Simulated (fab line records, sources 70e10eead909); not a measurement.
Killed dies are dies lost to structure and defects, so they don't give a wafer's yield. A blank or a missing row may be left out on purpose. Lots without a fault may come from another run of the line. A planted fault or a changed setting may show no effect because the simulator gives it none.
Which tool did it? | flow nand_harc | 6 lots, 18 wafers sampled, at 5 steps of a route of 1159

WHAT THE GAUGES READ, wafer by wafer
NHARC_END_SORT_01.
lot  | measured     | on        | defect_limited_yield (%)
L826 | day 21 20:29 | prober-01 | 95.0 0 95.6

WHICH TOOL RAN EACH LOT (tool, then ch and the chambers of the sampled wafers, then the start)
lot  | NHARC_A_BONDPAD_PVD_27       | NHARC_THIN_TSV_DEP_47           | NHARC_THIN_TSV_ETCH_36            | NHARC_THIN_TSV_STRIP_56
L817 | pvd_sputter-02, day 18 11:47 | pecvd-01 ch 0,2, day 19 06:18   | rie_metal-03 ch 0,1, day 19 10:53 | plasma_asher-01 ch 0,1, day 19 11:04
L820 | pvd_sputter-02, day 18 15:39 | pecvd-01 ch 0,2, day 19 09:03   | rie_metal-02 ch 1, day 19 13:43   | plasma_asher-02 ch 0,1, day 19 13:49
L826 | pvd_sputter-02, day 20 06:50 | pecvd-02 ch 0,1, day 21 06:24   | rie_metal-02 ch 0,1, day 21 10:59 | plasma_asher-02 ch 0,1, day 21 11:14
L833 | pvd_sputter-02, day 22 13:35 | pecvd-01 ch 0,2, day 23 07:39   | rie_metal-01 ch 0,1, day 23 12:13 | plasma_asher-01 ch 0,1, day 23 12:19
L839 | pvd_sputter-03, day 23 06:40 | pecvd-02 ch 0,1,2, day 23 22:34 | rie_metal-01 ch 0,1, day 24 03:07 | plasma_asher-02 ch 0,1, day 24 03:13
L838 | pvd_sputter-01, day 23 19:10 | pecvd-02 ch 1,2, day 24 12:10   | rie_metal-03 ch 0,1, day 24 16:50 | plasma_asher-01 ch 0,1, day 24 17:01
- NHARC_A_BONDPAD_PVD_27: deposits Cu, target thk 30 nm, time 20.49 s.
- NHARC_THIN_TSV_DEP_47: deposits SiO2, target thk 200 nm.
- NHARC_THIN_TSV_ETCH_36: etches the open film in Cl2/BCl3, target depth 65 nm, time 18.571 s.
- NHARC_THIN_TSV_STRIP_56: strips in O2.

THE ANSWER, worked out from the rows above alone
Rule: what is usual is taken from the lots themselves. Put in order of their means at a reading, lots are off if they are a third of the lots or fewer, leave a main group of 4 or more, and stand apart from it by a gap of 3 or more times the standard deviation of the main group's means; of several such gaps the widest counts. A main group whose means are all the same, to the digits that the tables above print for the reading, isn't used. A lot without any number at a reading at which 4 lots or more have one is off too. The other lots that the step has rows for count as sound.
No lot is off at any reading shown: from this, nothing can be told.

WHAT THE SIMULATOR HAD PUT IN
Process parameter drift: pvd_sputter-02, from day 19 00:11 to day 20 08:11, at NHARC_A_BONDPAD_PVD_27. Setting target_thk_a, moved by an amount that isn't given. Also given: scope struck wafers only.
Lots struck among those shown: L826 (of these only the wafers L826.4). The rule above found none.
